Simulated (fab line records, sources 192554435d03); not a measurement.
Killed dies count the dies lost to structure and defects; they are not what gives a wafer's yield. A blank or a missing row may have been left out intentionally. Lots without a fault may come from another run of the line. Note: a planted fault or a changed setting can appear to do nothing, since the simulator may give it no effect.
fab line records ; flow n5Finfet
[record] lots = 7; wafers = 21; lastDay = 19
route steps=1938 shown BEOL_M2@869 BEOL_M4@1111 PASSIVATION@1936
lots that met no fault: taken from a fault-free run of the same line
startH: hours from the record's opening day to when the first of the lot's shown wafers began ; waitH: hours elapsed since this lot's preceding step ; " same as the row above ; L1.1+2: one row covering several wafers at once ; - no value, or no start was given ; * or withheld: withheld ; < > ~ a bound
route shown NAME@n: names a module that has steps shown in the file, with the first one's number in the route ; usual: average and standard deviation across the fault-free wafers ; same: alike in all rows ; chamber/n: place in a boat ; sites: per-site readings ; _std_site: their standard deviation ; _edge_site: inner sites' mean taken away from outer sites' mean ; radiusMm: for every site, how far away it sits from the centre of the wafer ; mask NAME#n: copy n ; behind: the most recent tool/chamber to have shaped the wafer ; hold: the reason the lot was held/the length of the hold in hours/how it ended ; device: the n, p or np transistor that did not switch ; end of line: the tests these same wafers got at the end of their route ; a step given without rows: its recipe and nothing more ; killed: dies lost to structure and defects at the first sort, not the wafer's yield ; map: a wafer's dies, x killed, . not, _ none there
set.NAME: the setting that was run; set.NAME@STEP: the one run at that earlier step ; model.NAME: the simulator's own value behind a step, which no gauge read
lots at some steps of the route; a table a step, a row a wafer
services: a tool's chamber out of use, with start hour (startH, from the record's first day; less than 0 if before it), hours out, and reason
[[steps]]
[step N5_BEOL_M2_COAT_76]
[recipe] resist = underlayer; tempC = 205; timeS = 60; spinRpm = 1500; resistThkNm = 5
[step N5_BEOL_M2_COAT_22]
[recipe] resist = CAR-EUV; spinRpm = 1500; resistThkNm = 30
[step N5_BEOL_M2_EBR_24]
[recipe] solvent = PGMEA; ebrWidthMm = 1.5
[step N5_BEOL_M2_SOFTBAKE_23]
[recipe] tempC = 110; timeS = 60; resist = CAR-EUV
[step N5_BEOL_M2_EXPOSE_25]
[recipe] maskId = V1; na = 0.33; sourceShape = quasar; sigmaInner = 0.2; sigmaOuter = 0.8; polarization = unpolarized; defocusNm = 5; doseMj = 63
[step N5_BEOL_M2_PEB_26]
[recipe] pebTempC = 100; pebTimeS = 60; resist = CAR-EUV
[step N5_BEOL_M2_DEVELOP_27]
[recipe] developTimeS = 30; developer = TMAH; resist = CAR-EUV; rinseLiquid = surfactantRinse; dry = airSpin; devTempC = 23
[step N5_BEOL_M2_CD_MEAS_28]
[recipe] targetCdNm = 26.2; landingEnergyEv = 500; detector = seInlens; targetCdYNm = 24.1; polarity = opening
[usual] cdNm = 26.17/0.25
[same] landingEnergyEv = 500
lot.wafer;tool;chamber;startH;waitH;cdNm
L315.2;cdSem-01;0;166.80;-;26.02
L315.5;cdSem-01;0;166.80;-;25.83
L315.6;cdSem-01;0;166.80;-;26.47
L316.1;cdSem-03;0;177.04;-;25.85
L316.2;cdSem-03;0;177.04;-;26.40
L316.6;cdSem-03;0;177.04;-;26.09
L317.1;cdSem-02;0;189.58;-;26.45
L317.2;cdSem-02;0;189.58;-;25.83
L317.3;cdSem-02;0;189.58;-;26.19
L321.3;cdSem-03;0;204.68;-;26.16
L321.4;cdSem-03;0;204.68;-;26.44
L321.5;cdSem-03;0;204.68;-;26.39
L324.2;cdSem-03;0;228.31;-;25.78
L324.4;cdSem-03;0;228.31;-;25.81
L324.6;cdSem-03;0;228.31;-;25.79
L333.1;cdSem-01;0;268.65;-;26.15
L333.3;cdSem-01;0;268.65;-;26.11
L333.5;cdSem-01;0;268.65;-;26.26
L332.1;cdSem-03;0;270.63;-;26.23
L332.4;cdSem-03;0;270.63;-;26.36
L332.6;cdSem-03;0;270.63;-;25.97
[step N5_BEOL_M2_OVL_MEAS_29]
[recipe] pointsPerWafer = 522
[usual] V1_OVL = -0.1/0.63
lot.wafer;tool;chamber;startH;waitH;V1_OVL[nm]
L315.2;overlay-02;0;166.83;0.0;0.1
L315.5;overlay-02;0;166.83;0.0;-0.8
L315.6;overlay-02;0;166.83;0.0;-0.3
L316.1;overlay-01;0;177.07;0.0;0.9
L316.2;overlay-01;0;177.07;0.0;0.4
L316.6;overlay-01;0;177.07;0.0;0.3
L317.1;overlay-01;0;189.62;0.0;1.1
L317.2;overlay-01;0;189.62;0.0;0.0
L317.3;overlay-01;0;189.62;0.0;0.3
L321.3;overlay-02;0;204.72;0.0;-0.7
L321.4;overlay-02;0;204.72;0.0;-0.4
L321.5;overlay-02;0;204.72;0.0;-1.6
L324.2;overlay-01;0;228.35;0.0;-0.9
L324.4;overlay-01;0;228.35;0.0;-1.0
L324.6;overlay-01;0;228.35;0.0;-0.9
L333.1;overlay-02;0;268.68;0.0;-1.2
L333.3;overlay-02;0;268.68;0.0;-2.2
L333.5;overlay-02;0;268.68;0.0;-0.4
L332.1;overlay-01;0;270.66;0.0;-1.0
L332.4;overlay-01;0;270.66;0.0;-0.4
L332.6;overlay-01;0;270.66;0.0;-0.1
[step N5_BEOL_M2_INSPECT_30]
[recipe] mode = adi; inspectInstrument = brightfield
[usual] rawDefectCount = 416/89
lot.wafer;tool;chamber;startH;waitH;rawDefectCount
L315.2;defectInspect-01;-;166.88;0.0;492
L315.5;defectInspect-01;-;166.88;0.0;419
L315.6;defectInspect-01;-;166.88;0.0;463
L316.1;defectInspect-01;-;177.13;0.1;327
L316.2;defectInspect-01;-;177.13;0.1;488
L316.6;defectInspect-01;-;177.13;0.1;373
L317.1;defectInspect-01;-;189.67;0.1;292
L317.2;defectInspect-01;-;189.67;0.1;441
L317.3;defectInspect-01;-;189.67;0.1;540
L321.3;defectInspect-01;-;204.76;0.0;443
L321.4;defectInspect-01;-;204.76;0.0;351
L321.5;defectInspect-01;-;204.76;0.0;422
L324.2;defectInspect-02;-;228.40;0.0;442
L324.4;defectInspect-02;-;228.40;0.0;371
L324.6;defectInspect-02;-;228.40;0.0;347
L333.1;defectInspect-01;-;268.74;0.1;536
L333.3;defectInspect-01;-;268.74;0.1;576
L333.5;defectInspect-01;-;268.74;0.1;454
L332.1;defectInspect-01;-;270.71;0.1;605
L332.4;defectInspect-01;-;270.71;0.1;482
L332.6;defectInspect-01;-;270.71;0.1;374
[step N5_BEOL_M2_DESCUM_33]
[recipe] chemistry = O2; timeS = 7; sourcePowerW = 50; biasPowerW = 20; pressureMtorr = 20; rfFrequencyHz = 2.712e+07; tempC = 40; resist = CAR-EUV; o2FlowSccm = 225
[usual] drypumpMotorCurrentA = 5.48/0.28; oesProductAu = 0.78/0.096; rfVppV = 242.9/1.4; showerheadPlenumPTorr = 2.07/0.077; throttleValvePct = 20.33/0.21
lot.wafer;tool;chamber;startH;waitH;drypumpMotorCurrentA;oesProductAu;rfHoursCounterH;rfVppV;showerheadPlenumPTorr;throttleValvePct
L315.2;rieDiel-04;1;167.02;0.1;5.90;0.72;203;241.9;1.98;20.32
L315.5;rieDiel-04;2;167.02;0.1;5.43;0.69;-;243.5;2.06;20.31
L315.6;rieDiel-04;3;167.02;0.1;5.24;0.75;-;242.4;2.08;20.31
L316.1;rieDiel-01;2;177.19;0.1;5.77;0.73;201;241.8;1.98;20.49
L316.2;rieDiel-01;3;177.19;0.1;5.25;0.89;30;242.2;2.03;20.10
L316.6;rieDiel-01;0;177.19;0.1;5.35;0.71;-;243.8;2.15;20.36
L317.1;rieDiel-01;2;189.71;0.0;5.78;0.71;204;241.5;1.98;20.49
L317.2;rieDiel-01;3;189.71;0.0;5.26;0.88;34;241.3;2.03;20.11
L317.3;rieDiel-01;0;189.71;0.0;5.33;0.70;205;243.8;2.15;20.37
L321.3;rieDiel-01;3;204.80;0.0;5.23;0.87;40;243.2;2.02;20.12
L321.4;rieDiel-01;0;204.80;0.0;5.34;0.70;-;243.5;2.15;20.36
L321.5;rieDiel-01;3;204.80;0.0;5.24;0.88;-;242.7;2.02;20.11
L324.2;rieDiel-03;2;228.44;0.0;4.92;0.89;35;245.6;2.23;20.50
L324.4;rieDiel-03;0;228.44;0.0;5.84;0.91;-;243.6;2.13;19.85
L324.6;rieDiel-03;2;228.44;0.0;4.94;0.90;-;244.7;2.23;20.53
L333.1;rieDiel-03;2;268.77;0.0;4.93;0.87;49;243.7;2.23;20.52
L333.3;rieDiel-03;0;268.77;0.0;5.81;0.89;43;243.1;2.13;19.87
L333.5;rieDiel-03;2;268.77;0.0;4.90;0.88;-;244.9;2.23;20.54
L332.1;rieDiel-01;3;270.75;0.0;5.26;0.84;69;242.2;2.01;20.16
L332.4;rieDiel-01;2;270.75;0.0;5.76;0.70;-;241.9;1.98;20.49
L332.6;rieDiel-01;0;270.75;0.0;5.33;0.68;-;243.4;2.14;20.42
[step N5_BEOL_M2_ETCH_77]
[recipe] chemistry = N2/H2; target = underlayer; targetDepthA = 65; maskMaterial = CAR-EUV; timeS = 5.2; ionEnergyEv = 200; pressureMtorr = 30; sourceW = 840; biasW = 150; n2FlowSccm = 200; h2FlowSccm = 200; ends = cleared
[usual] drypumpMotorCurrentA = 5.49/0.28; etchRfOnTimeS = 5.22/0.15; oesProductAu = 0.66/0.081; rfVppV = 523.3/2.7; showerheadPlenumPTorr = 2.52/0.09; throttleValvePct = 17.79/0.22
lot.wafer;tool;chamber;startH;waitH;drypumpMotorCurrentA;etchRfOnTimeS;oesProductAu;rfHoursCounterH;rfVppV;showerheadPlenumPTorr;throttleValvePct
L315.2;rieDiel-04;1;167.06;0.0;5.91;5.14;0.61;203;520.4;2.42;17.77
L315.5;rieDiel-04;2;167.06;0.0;5.41;5.23;0.59;-;519.5;2.50;17.70
L315.6;rieDiel-04;3;167.06;0.0;5.24;5.21;0.63;-;524.2;2.55;17.95
L316.1;rieDiel-01;2;177.22;0.0;5.77;5.32;0.62;201;519.6;2.41;17.92
L316.2;rieDiel-01;3;177.22;0.0;5.26;5.12;0.77;30;524.6;2.48;17.49
L316.6;rieDiel-01;0;177.22;0.0;5.35;5.54;0.59;-;527.0;2.63;17.94
L317.1;rieDiel-01;2;189.74;0.0;5.78;5.38;0.61;204;520.0;2.41;17.96
L317.2;rieDiel-01;3;189.74;0.0;5.26;5.07;0.76;34;522.5;2.48;17.50
L317.3;rieDiel-01;0;189.74;0.0;5.33;5.47;0.60;205;526.8;2.63;17.95
L321.3;rieDiel-01;3;204.83;0.0;5.25;5.24;0.73;40;525.0;2.47;17.50
L321.4;rieDiel-01;0;204.83;0.0;5.34;5.55;0.59;-;523.9;2.62;17.97
L321.5;rieDiel-01;3;204.83;0.0;5.25;5.24;0.73;-;522.8;2.47;17.51
L324.2;rieDiel-03;2;228.47;0.0;4.92;5.01;0.76;35;528.2;2.70;17.87
L324.4;rieDiel-03;0;228.47;0.0;5.83;5.19;0.74;-;524.9;2.60;17.37
L324.6;rieDiel-03;2;228.47;0.0;4.97;4.97;0.77;-;526.6;2.70;17.91
L333.1;rieDiel-03;2;268.81;0.0;4.94;4.92;0.76;49;527.0;2.70;17.89
L333.3;rieDiel-03;0;268.81;0.0;5.84;5.21;0.73;43;523.4;2.59;17.42
L333.5;rieDiel-03;2;268.81;0.0;4.94;4.92;0.76;-;525.4;2.70;17.90
L332.1;rieDiel-01;3;270.78;0.0;5.24;5.22;0.70;69;521.5;2.46;17.59
L332.4;rieDiel-01;2;270.78;0.0;5.77;5.39;0.61;-;521.7;2.41;17.94
L332.6;rieDiel-01;0;270.78;0.0;5.33;5.60;0.58;-;525.3;2.61;18.00
[step N5_BEOL_M2_ETCH_69]
[recipe] chemistry = CF4; target = SiARC; targetDepthA = 156; maskMaterial = CAR-EUV; timeS = 26; ionEnergyEv = 80; pressureMtorr = 40; sourceW = 545; biasW = 36; Ar_flow_sccm = 100; cf4FlowSccm = 100; ends = cleared
[usual] drypumpMotorCurrentA = 5.48/0.28; etchRfOnTimeS = 26.0/0.81; mfcArSccm = 100.0/0.3; oesProductAu = 0.66/0.083; rfVppV = 183.9/1; showerheadPlenumPTorr = 2.12/0.071; throttleValvePct = 15.54/0.2
lot.wafer;tool;chamber;startH;waitH;drypumpMotorCurrentA;etchRfOnTimeS;mfcArSccm;oesProductAu;rfHoursCounterH;rfVppV;showerheadPlenumPTorr;throttleValvePct
L315.2;rieDiel-04;1;167.07;0.0;5.91;25.9;100.1;0.62;203;182.1;2.05;15.66
L315.5;rieDiel-04;2;167.07;0.0;5.42;26.1;99.8;0.59;-;183.2;2.11;15.62
L315.6;rieDiel-04;3;167.07;0.0;5.24;26.3;100.1;0.63;-;183.5;2.13;15.56
L316.1;rieDiel-01;2;177.24;0.0;5.77;31.4;100.3;0.56;201;182.5;2.04;15.79
L316.2;rieDiel-01;3;177.24;0.0;5.24;25.4;99.8;0.77;30;183.5;2.08;15.37
L316.6;rieDiel-01;0;177.24;0.0;5.33;32.0;100.3;0.55;-;186.1;2.20;15.61
L317.1;rieDiel-01;2;189.76;0.0;5.77;31.5;100.2;0.57;204;184.2;2.04;15.80
L317.2;rieDiel-01;3;189.76;0.0;5.23;25.4;100.0;0.75;34;184.7;2.08;15.37
L317.3;rieDiel-01;0;189.76;0.0;5.31;27.3;100.5;0.60;205;185.0;2.20;15.62
L321.3;rieDiel-01;3;204.85;0.0;5.26;25.6;100.3;0.75;40;183.2;2.08;15.39
L321.4;rieDiel-01;0;204.85;0.0;5.35;27.4;100.3;0.59;-;184.1;2.20;15.62
L321.5;rieDiel-01;3;204.85;0.0;5.25;30.0;100.1;0.69;-;184.0;2.08;15.38
L324.2;rieDiel-03;2;228.49;0.0;4.94;24.9;100.0;0.78;35;182.9;2.28;15.58
L324.4;rieDiel-03;0;228.49;0.0;5.83;26.2;99.5;0.75;-;185.1;2.17;14.99
L324.6;rieDiel-03;2;228.49;0.0;4.93;24.7;100.0;0.78;-;185.1;2.28;15.58
L333.1;rieDiel-03;2;268.82;0.0;4.96;24.7;100.0;0.76;49;185.2;2.27;15.59
L333.3;rieDiel-03;0;268.82;0.0;5.83;26.1;100.2;0.73;43;184.9;2.17;15.02
L333.5;rieDiel-03;2;268.82;0.0;4.95;24.6;99.9;0.76;-;185.3;2.27;15.60
L332.1;rieDiel-01;3;270.80;0.0;5.24;25.8;100.2;0.71;69;183.4;2.07;15.44
L332.4;rieDiel-01;2;270.80;0.0;5.76;26.5;99.9;0.62;-;182.7;2.04;15.81
L332.6;rieDiel-01;0;270.80;0.0;5.35;27.6;99.5;0.57;-;184.3;2.19;15.67
[step N5_BEOL_M2_ALD_98]
[recipe] material = SiO2; targetThkA = 25; tempC = 100; aldPrecursorFamily = BDEAS; aldCoReactant = O2-plasma; pulseTimeS = 1; coReactantPulseTimeS = 1; purgeTimeS = 2; coReactantPurgeTimeS = 2; aldCycles = 17; pressureTorr = 2
[usual] chamberPressureTorr = 2.000/0.004; heaterPowerW = 76/4.6; precursorPulseHeightRel = 0.998/0.021
lot.wafer;tool;chamber;startH;waitH;chamberPressureTorr;heaterPowerW;precursorPulseHeightRel
L315.2;aldSin-03;1;167.29;0.2;2.003;76;0.993
L315.5;aldSin-03;2;167.29;0.2;2.007;83;1.016
L315.6;aldSin-03;3;167.29;0.2;2.001;78;1.024
L316.1;aldSin-04;0;177.32;0.1;2.001;69;1.019
L316.2;aldSin-04;3;177.32;0.1;2.001;74;1.002
L316.6;aldSin-04;3;177.32;0.1;2.004;78;0.975
L317.1;aldSin-03;2;190.31;0.5;2.006;82;0.981
L317.2;aldSin-03;0;190.31;0.5;2.000;71;0.984
L317.3;aldSin-03;1;190.31;0.5;1.995;75;1.020
L321.3;aldSin-03;3;205.21;0.3;1.996;76;1.010
L321.4;aldSin-03;0;205.21;0.3;1.994;72;0.985
L321.5;aldSin-03;3;205.21;0.3;2.001;76;0.993
L324.2;aldSin-03;3;228.57;0.1;2.000;77;0.994
L324.4;aldSin-03;1;228.57;0.1;2.002;75;0.987
L324.6;aldSin-03;2;228.57;0.1;2.000;84;0.986
L333.1;aldSin-02;2;269.03;0.2;2.001;72;0.989
L333.3;aldSin-02;1;269.03;0.2;2.006;82;0.987
L333.5;aldSin-02;2;269.03;0.2;1.995;74;1.014
L332.1;aldSin-04;3;271.85;1.0;2.002;76;1.005
L332.4;aldSin-04;2;271.85;1.0;2.002;72;0.987
L332.6;aldSin-04;2;271.85;1.0;1.996;71;0.989
[step N5_BEOL_M4_RC_MEAS_101]
[usual] DIBL_N = 36.8/1.9; DIBL_P = 36.5/2.1; IOFF_N = 0.17/0.038; IOFF_P = 0.22/0.039; ION_N = 675/12; ION_P = 463/7.4; SS_N = 71.6/0.71; SS_P = 73.4/0.72; VT_N = 249/3.3; VT_P = -250/3.3
lot.wafer;tool;chamber;startH;waitH;DIBL_N[mV/V];DIBL_P[mV/V];IOFF_N[nA/um];IOFF_P[nA/um];ION_N[uA/um];ION_P[uA/um];SS_N[mV/dec];SS_P[mV/dec];VT_N[mV];VT_P[mV]
L315.2;prober-02;0;203.72;0.2;38.1;37.3;0.18;0.24;663;455;72.4;74.1;249;-247
L315.5;prober-02;0;203.72;0.2;39.0;37.2;0.20;0.23;668;462;72.3;73.4;245;-250
L315.6;prober-02;0;203.72;0.2;40.0;40.8;0.23;0.31;688;476;72.6;74.4;244;-245
L317.1;prober-02;0;231.14;0.0;38.4;38.8;0.20;0.25;672;460;72.8;74.0;249;-247
L317.2;prober-02;0;231.14;0.0;40.6;41.8;0.26;0.31;689;468;73.0;75.0;245;-243
L317.3;prober-02;0;231.14;0.0;38.9;40.3;0.23;0.31;686;473;72.5;74.5;245;-246
L316.1;prober-02;0;237.13;0.0;36.4;35.8;0.15;0.19;666;453;70.7;74.2;251;-252
L316.2;prober-02;0;237.13;0.0;36.2;36.2;0.17;0.20;678;461;71.0;73.8;246;-252
L316.6;prober-02;0;237.13;0.0;36.8;35.9;0.17;0.20;674;456;70.7;72.8;248;-253
L321.3;prober-01;0;245.98;0.3;37.4;36.8;0.17;0.22;679;466;71.2;73.3;251;-250
L321.4;prober-01;0;245.98;0.3;35.2;34.8;0.14;0.20;677;472;70.9;73.0;253;-248
L321.5;prober-01;0;245.98;0.3;36.9;36.2;0.16;0.21;659;456;71.3;72.6;250;-248
L324.2;prober-01;0;287.51;0.2;37.9;39.1;0.21;0.31;693;478;72.1;74.1;244;-241
L324.4;prober-01;0;287.51;0.2;35.5;34.7;0.15;0.23;690;477;71.1;73.3;251;-248
L324.6;prober-01;0;287.51;0.2;36.0;36.2;0.16;0.25;680;475;71.1;73.6;247;-245
L333.1;prober-01;0;332.91;0.0;36.1;34.4;0.12;0.19;657;457;71.6;72.0;255;-252
L333.3;prober-01;0;332.91;0.0;37.9;36.8;0.16;0.23;669;467;71.6;73.1;250;-249
L333.5;prober-01;0;332.91;0.0;38.9;38.2;0.19;0.25;690;467;72.1;73.6;249;-247
L332.1;prober-02;0;337.64;0.0;35.7;33.8;0.14;0.19;671;458;72.0;73.0;251;-251
L332.4;prober-02;0;337.64;0.0;39.4;38.3;0.20;0.26;665;459;73.5;74.1;249;-246
L332.6;prober-02;0;337.64;0.0;39.8;39.2;0.23;0.26;689;464;71.8;74.6;246;-246
[step N5_PASSIVATION_PROBE_49]
[usual] defectLimitedYield = 91.3/1.4; killed_at_M0_to_M3 = 33/11; killed_at_M4_up = 15/6.2; killedAtContacts = 13/6.5; killedAtFrontEnd = 38/11; killedAtOther = 3.4/2.6; killedDies = 102/17; killedOpen = 67/12; killedShort = 34/7.9; sort_bin_5_function = 5.1/0.88; sort_bin_6_memory = 3.3/0.65; sort_bin_8_speed = 0.00/0.0099; sortNPass = 1078/17; sortYieldPct = 91.3/1.4
[same] grossDies = 1180; killedAtBackSide = 0; sort_bin_4_leakage[%] = 0
lot.wafer;tool;chamber;startH;waitH;defectLimitedYield[%];killed_at_M0_to_M3;killed_at_M4_up;killedAtContacts;killedAtFrontEnd;killedAtOther;killedDies;killedOpen;killedShort;sort_bin_5_function[%];sort_bin_6_memory[%];sort_bin_8_speed[%];sortNPass;sortYieldPct[%]
L317.1;prober-01;-;338.93;0.4;91.6;43;11;9;32;4;99;67;31;5.5;2.7;0;1081;91.6
L317.2;prober-01;-;338.98;0.4;93.6;42;8;7;18;1;76;58;18;4.6;1.7;0;1104;93.6
L317.3;prober-01;-;339.03;0.5;91.1;31;12;14;39;9;105;62;41;4.6;3.8;0;1075;91.1
L316.1;prober-01;-;346.02;0.0;90.5;34;12;18;48;0;112;69;39;5.4;3.5;0;1068;90.5
L316.2;prober-01;-;346.07;0.1;90.8;40;12;6;43;8;109;73;35;5.3;3.3;0;1071;90.8
L316.6;prober-01;-;346.27;0.3;92.5;29;10;15;30;5;89;62;27;4.2;2.9;0;1091;92.5
L321.3;prober-02;-;346.76;0.1;91.0;26;26;14;33;7;106;66;39;4.9;4.1;0;1074;91.0
L321.4;prober-02;-;346.81;0.2;90.4;30;14;13;53;3;113;66;47;6.2;3.2;0;1067;90.4
L321.5;prober-02;-;346.86;0.2;91.2;38;26;6;34;0;104;71;32;5.3;3.3;0;1076;91.2
L324.2;prober-01;-;391.92;0.1;91.7;31;15;8;43;1;98;67;30;5.3;2.9;0;1082;91.7
L324.4;prober-01;-;392.02;0.2;93.3;19;10;8;41;1;79;47;31;4.3;2.2;0;1101;93.3
L333.1;prober-01;-;449.93;0.0;90.8;33;12;14;43;7;109;65;43;5.8;3.0;0;1071;90.8
L333.3;prober-01;-;450.03;0.1;90.1;57;14;3;38;5;117;70;47;6.3;3.1;0;1063;90.1
L333.5;prober-01;-;450.13;0.2;91.3;28;17;8;42;8;103;65;38;5.3;3.3;0;1077;91.3
// killed by level:class
L317.1 FIN_SAQP:geometricParticle:open=12 BEOL_M2:geometricParticle:open=12 MOL_CONTACT_COAG:geometricParticle:open=9 BEOL_M1:geometricParticle:open=9 BEOL_M0_SAQP:geometricParticle:short=8 STARTING-WAFER:geometricParticle:open=5 BEOL_M2:geometricParticle:short=4 BEOL_M3:geometricParticle:open=4
L317.2 BEOL_M1:geometricParticle:open=15 BEOL_M2:geometricParticle:open=7 MOL_CONTACT_COAG:geometricParticle:open=7 BEOL_M0_SAQP:geometricParticle:short=5 FIN_SAQP:geometricParticle:open=4 BEOL_M0_SAQP:geometricParticle:open=4 BEOL_M3:geometricParticle:open=4 STI_FIN_REVEAL:geometricParticle:open=3
L317.3 MOL_CONTACT_COAG:geometricParticle:open=12 BEOL_M1:geometricParticle:open=12 FIN_SAQP:geometricParticle:open=7 FIN_SAQP:geometricParticle:short=5 DUMMY_GATE:geometricParticle:open=5 BEOL_M0_SAQP:geometricParticle:short=5 BEOL_M2:geometricParticle:open=5 STARTING-WAFER:geometricParticle:short=5
L316.1 MOL_CONTACT_COAG:geometricParticle:open=13 STI_FIN_REVEAL:geometricParticle:open=12 BEOL_M2:geometricParticle:open=10 FIN_SAQP:geometricParticle:open=8 BEOL_M0_SAQP:geometricParticle:short=6 GATE_CUT:geometricParticle:short=5 MOL_CONTACT_COAG:geometricParticle:short=5 BEOL_M2:geometricParticle:short=5
L316.2 STI_FIN_REVEAL:geometricParticle:open=13 BEOL_M0_SAQP:geometricParticle:short=10 BEOL_M2:geometricParticle:open=10 FIN_SAQP:geometricParticle:open=9 BEOL_M1:geometricParticle:open=7 BEOL_M4:geometricParticle:open=6 FIN_SAQP:geometricParticle:short=4 GATE_CUT:geometricParticle:open=4
L316.6 MOL_CONTACT_COAG:geometricParticle:open=12 BEOL_M2:geometricParticle:open=11 STI_FIN_REVEAL:geometricParticle:open=5 DUMMY_GATE:geometricParticle:open=5 GATE_CUT:geometricParticle:short=5 FIN_SAQP:geometricParticle:open=4 BEOL_M0_SAQP:geometricParticle:short=4 BEOL_M1:geometricParticle:open=4
L321.3 MOL_CONTACT_COAG:geometricParticle:open=13 FIN_SAQP:geometricParticle:short=10 BEOL_M4:geometricParticle:open=10 BEOL_M1:geometricParticle:open=9 BEOL_M5:geometricParticle:open=5 BEOL_M2:geometricParticle:open=4 BEOL_M4:geometricParticle:short=4 FIN_SAQP:geometricParticle:open=3
L321.4 FIN_SAQP:geometricParticle:short=20 FIN_SAQP:geometricParticle:open=13 MOL_CONTACT_COAG:geometricParticle:open=10 BEOL_M1:geometricParticle:short=8 BEOL_M1:geometricParticle:open=8 GATE_CUT:geometricParticle:open=4 BEOL_M0_SAQP:geometricParticle:open=4 DUMMY_GATE:geometricParticle:open=3
L321.5 BEOL_M4:geometricParticle:open=15 FIN_SAQP:geometricParticle:open=13 BEOL_M1:geometricParticle:open=13 FIN_SAQP:geometricParticle:short=7 BEOL_M1:geometricParticle:short=7 BEOL_M2:geometricParticle:open=7 MOL_CONTACT_COAG:geometricParticle:open=5 STI_FIN_REVEAL:geometricParticle:open=4
L324.2 STI_FIN_REVEAL:geometricParticle:open=11 FIN_SAQP:geometricParticle:short=7 GATE_CUT:geometricParticle:short=7 MOL_CONTACT_COAG:geometricParticle:open=7 FIN_SAQP:geometricParticle:open=6 BEOL_M0_SAQP:geometricParticle:open=6 BEOL_M1:geometricParticle:open=6 BEOL_M3:geometricParticle:open=6
L324.4 GATE_CUT:geometricParticle:short=11 BEOL_M3:geometricParticle:open=6 MOL_CONTACT_COAG:geometricParticle:open=6 STI_FIN_REVEAL:geometricParticle:open=5 BEOL_M4:geometricParticle:open=5 FIN_SAQP:geometricParticle:short=4 ILD0:geometricParticle:short=4 FIN_SAQP:geometricParticle:open=3
L333.1 FIN_SAQP:geometricParticle:short=15 MOL_CONTACT_COAG:geometricParticle:open=12 BEOL_M2:geometricParticle:open=8 GATE_CUT:geometricParticle:short=6 BEOL_M0_SAQP:geometricParticle:open=6 BEOL_M1:geometricParticle:open=6 FIN_SAQP:geometricParticle:open=5 BEOL_M3:geometricParticle:open=4
L333.3 BEOL_M0_SAQP:geometricParticle:open=13 FIN_SAQP:geometricParticle:short=12 BEOL_M0_SAQP:geometricParticle:short=10 BEOL_M2:geometricParticle:open=8 BEOL_M4:geometricParticle:open=6 DUMMY_GATE:geometricParticle:open=6 BEOL_M1:geometricParticle:open=6 BEOL_M3:geometricParticle:open=6
L333.5 FIN_SAQP:geometricParticle:short=12 BEOL_M4:geometricParticle:open=8 MOL_CONTACT_COAG:geometricParticle:open=7 STI_FIN_REVEAL:geometricParticle:open=6 GATE_CUT:geometricParticle:short=5 BEOL_M2:geometricParticle:open=5 FIN_SAQP:geometricParticle:open=4 GATE_CUT:geometricParticle:open=4
[[services]]
tool;chamber;startH;hours;kind
rieDiel-03;-;149.57;2.8;pm
aldSin-02;3;159.26;1.7;repair
rieDiel-04;0;165.31;3.0;repair
rieDiel-04;2;183.03;-;clean
rieDiel-04;2;183.03;-;consumableReplace:focusRing
aldSin-03;-;197.62;0.7;repair
rieDiel-03;1;218.97;-;clean
rieDiel-03;1;218.97;-;consumableReplace:focusRing
rieDiel-03;1;218.97;17.2;scheduledDown
rieDiel-03;1;218.97;17.2;ventCycle
rieDiel-04;1;232.60;8.5;repair
rieDiel-01;3;236.72;4.0;repair
aldSin-02;-;238.32;6.0;pm
rieDiel-01;1;259.55;-;clean
rieDiel-01;1;259.55;-;consumableReplace:focusRing
rieDiel-01;1;259.55;-;consumableReplace:showerhead
rieDiel-01;1;259.55;32.3;scheduledDown
rieDiel-01;1;259.55;32.3;ventCycle
rieDiel-04;2;262.52;29.1;repair
aldSin-03;-;268.31;14.0;pm
aldSin-03;0;268.31;14.0;ventCycle
aldSin-03;1;268.31;14.0;ventCycle
aldSin-03;2;268.31;14.0;ventCycle
aldSin-03;3;268.31;14.0;ventCycle
[[key]]
[firstSign] step = N5_BEOL_M2_ETCH_69; reading = etchRfOnTimeS; direction = up; sigmas = 6.5; usual = *; struck = *
effect none on later readings
metAt N5_BEOL_M2_ETCH_69
struckWafers L316.1,L316.6,L317.1,L321.5
[fault] kind = processParameterDrift; tool = rieDiel-01; chamber = -; onsetH = 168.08; steps = N5_BEOL_M2_ETCH_69; channel = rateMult; offset = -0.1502; shape = step; endH = 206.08; scope = struckWafersOnly
